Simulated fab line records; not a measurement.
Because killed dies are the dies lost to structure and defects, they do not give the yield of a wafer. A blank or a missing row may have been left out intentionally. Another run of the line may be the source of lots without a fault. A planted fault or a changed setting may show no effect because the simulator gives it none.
Struck lot and sound lot, side by side + flow nand harc + 28 steps out of a route of 1302
Sound: these wafers, L116.1, L116.2, L116.3. Wafers struck: L122.3, L122.4, L122.5. The cause is named last.
Each step with rows lists, per side, the tool, then ch with its chambers, then its first start. Under that, the readings that differ: sound wafers + struck wafers + difference of the means + sigmas: that difference in standard deviations of wafers without a fault.
alike: readings whose means differ by less than 2 such deviations, and words and numbers that are the same on both sides. not compared: withheld readings, readings that some wafer has no value for, bounds like >300 that may hide the same value, and numbers for which the record gives no deviation and whose values overlap.
The two part at a step that has a row with sigmas, a row that says differs or no value, or rows on one side only. Numbers that have no deviation but don't overlap get no sigmas and don't part them. A reading missing from all wafers of one side parts the sides only when that side holds two or more wafers.

first, 2 steps without rows for these wafers: NHARC_A_CONTACT_ETCH_122 (etches the open film in C4F8/O2/Ar, time 190 s, target depth 1850 nm); NHARC_A_CONTACT_ETCH_123 (etches the open film in C4F8/O2/Ar, time 490 s, target depth 2110 nm).
NHARC_A_CONTACT_ETCH_90: etches the open film in CH3F/O2, target depth 40 nm, time 85.7 s.
  sound on rie diel-06 ch 1,2,3, day 24 08:15; struck on rie diel-06 ch 0,1,3, day 25 18:51
  alike: drypump motor current A, mfc ar sccm, oes product au, rf vpp V, showerhead plenum p Torr, throttle valve pct
  not compared: rf hours counter h
NHARC_A_CONTACT_ETCH_96: etches the open film in C4F6/O2, target depth 20 nm, time 10 s.
  sound on rie diel-06 ch 1,2,3; struck on rie diel-06 ch 2,3
  alike: drypump motor current A, mfc ar sccm, oes product au, rf vpp V, showerhead plenum p Torr, throttle valve pct
  not compared: rf hours counter h
NHARC_A_CONTACT_CD_MEAS_53:
  sound on cd sem-01 at day 24 08:28; struck on cd sem-02 at day 25 19:04
  alike: cd nm
then, 4 steps without rows for these wafers: NHARC_A_CONTACT_STRIP_99 (strips in N2/H2); NHARC_A_CONTACT_STRIP_100 (strips in CF4/CHF3); NHARC_A_CONTACT_STRIP_101 (strips in O2/COS); NHARC_A_CONTACT_ETCH_102 (etches the open film in CF4/O2, target depth 100 nm, overetch 10 nm, time 55 s).
NHARC_A_CONTACT_STRIP_55: strips in O2.
  sound on rie diel-06 ch 1,2,3; struck on rie diel-06 ch 0,1,2
  alike: drypump motor current A, mfc ar sccm, oes product au, rf vpp V, showerhead plenum p Torr, throttle valve pct
  not compared: rf hours counter h
then, 1 step without rows for these wafers: NHARC_A_CONTACT_STRIP_56 (strips in post etch residue remover, time 600 s).
NHARC_A_CONTACT_DEP_57: deposits aC, target thk 5300 nm.
  sound on acl dep-02 ch 0, day 24 15:35; struck on acl dep-01 ch 0, day 25 21:05
  alike: throttle valve pct
NHARC_A_CONTACT_DEP_58: deposits SiON, target thk 90 nm.
  sound on pecvd-02 ch 0,1,2, day 24 18:52; struck on pecvd-04 ch 0,2, day 25 23:34
  alike: chamber pressure Torr, heater power w
then, 10 steps without rows for these wafers: NHARC_A_CONTACT_DEHYDRATE_59 (time 120 s); NHARC_A_CONTACT_HMDS_60 (time 30 s); NHARC_A_CONTACT_COAT_61 (time 75 s); NHARC_A_CONTACT_COAT_62 (time 65 s); NHARC_A_CONTACT_COAT_63 (resist thk 90 nm); NHARC_A_CONTACT_SOFTBAKE_64 (time 55 s); NHARC_A_CONTACT_EBR_65; NHARC_A_CONTACT_EXPOSE_66 (exposes mask A CC 2); NHARC_A_CONTACT_PEB_67 (peb time 65 s); NHARC_A_CONTACT_DEVELOP_68 (develop time 35 s).
NHARC_A_CONTACT_CD_MEAS_69: target cd 300 nm.
  sound on cd sem-02 ch 0, day 24 19:35; struck on cd sem-01 ch 0, day 26 00:08
  alike: cd nm
NHARC_A_CONTACT_OVL_MEAS_70:
  sound on overlay-02 at day 24 19:40; struck on overlay-01 at day 26 00:14
  alike: overlay x nm, overlay y nm
NHARC_A_CONTACT_INSPECT_71:
  sound on defect inspect-02 at day 24 19:43; struck on defect inspect-02 at day 26 00:26
| reading          | sound    | struck      | difference | sigmas |
|------------------|----------|-------------|------------|--------|
| raw defect count | 31 33 16 | 699 668 707 | +665       | +15    |
  not compared: hold
NHARC_A_CONTACT_DESCUM_74: chemistry O2, time 3 s.
  sound on rie diel-13 ch 0,1,2, day 24 19:46; struck on rie diel-06 ch 0,2,3, day 26 02:56
| reading                         | sound          | struck                                                                     | difference                   | sigmas |
|---------------------------------|----------------|----------------------------------------------------------------------------|------------------------------|--------|
| hold                            | - - -          | await dispo/2.4h/release await dispo/2.4h/release await dispo/2.4h/release | no value on the sound wafers |        |
| showerhead plenum p Torr (Torr) | 1.97 1.95 2.02 | 1.82 1.88 1.83                                                             | -0.14                        | -2     |
  alike: drypump motor current A, mfc ar sccm, oes product au, rf vpp V, throttle valve pct
  not compared: rf hours counter h
-- the record jumps here: 4 days lie between the struck wafers' starts before and after (it left off in module A_CONTACT and takes up again in module END, whose first step shown is number 1302 of the route) --
NHARC_END_SORT_01:
  the record has rows for the struck wafers here (prober-02 ch 0, day 29 18:27) and none for the sound ones

== WHERE THEY PART ==
First at NHARC_A_CONTACT_INSPECT_71; last, within this record, at NHARC_END_SORT_01.

WHY: whatever the simulator had introduced
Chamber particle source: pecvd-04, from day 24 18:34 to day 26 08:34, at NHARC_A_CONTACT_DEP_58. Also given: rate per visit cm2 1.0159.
